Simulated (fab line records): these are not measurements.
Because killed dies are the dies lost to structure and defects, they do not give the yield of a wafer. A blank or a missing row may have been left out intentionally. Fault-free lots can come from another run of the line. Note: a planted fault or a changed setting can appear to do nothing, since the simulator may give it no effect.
Matching of chambers | flow n5-finfet | 4 sister chambers for N5_BEOL_M7_ALD_77 on ald-metal-04
The step deposits TaN, target thk 2 nm, pulse time 2 s, purge time 3 s. 8 wafers are shown with their chamber, then 12 later ones without.

== WAFERS PAIRED WITH THEIR CHAMBERS ==
wafer  | chamber | heater-power-w (W)
L080.2 | 2       | 462
L082.6 | 3       | 371
L085.3 | 2       | 461
L086.2 | 3       | 371
L086.3 | 0       | 400
L088.3 | 1       | 562
L088.4 | 0       | 392
L088.6 | 1       | 556

== WAFERS WITHOUT THEIR CHAMBER ==
wafer  | heater-power-w (W)
L089.4 | 388
L089.5 | 405
L089.6 | 554
L093.1 | 411
L093.2 | 565
L093.3 | 371
L095.1 | 566
L095.2 | 401
L095.3 | 373
L097.1 | 571
L097.3 | 400
L097.6 | 551

== EACH ONE'S CHAMBER ==
wafer  | from the rows above | in truth
L089.4 | 0                   | 0
L089.5 | 0                   | 0
L089.6 | 1                   | 1
L093.1 | 0                   | 0
L093.2 | 1                   | 1
L093.3 | 3                   | 3
L095.1 | 1                   | 1
L095.2 | 0                   | 0
L095.3 | 3                   | 3
L097.1 | 1                   | 1
L097.3 | 0                   | 0
L097.6 | 1                   | 1
Correct placement for 12 of the 12. From these rows, 0 cannot be placed. Number placed wrongly: 0.
How it was worked out, from the rows above alone: a wafer's distance from a chamber is the root of the sum, over the readings, of the square of ((its reading less the chamber's mean) divided by the reading's scatter). The wafer belongs to the nearest chamber; if the next one is less than 2 further off, it can't be placed. For every chamber, the mean is computed from those of its wafers that are shown. How the scatter is found: for the shown wafers, subtract from each reading the mean of its chamber, square and add these, divide the total by (wafers less chambers), then take the root.
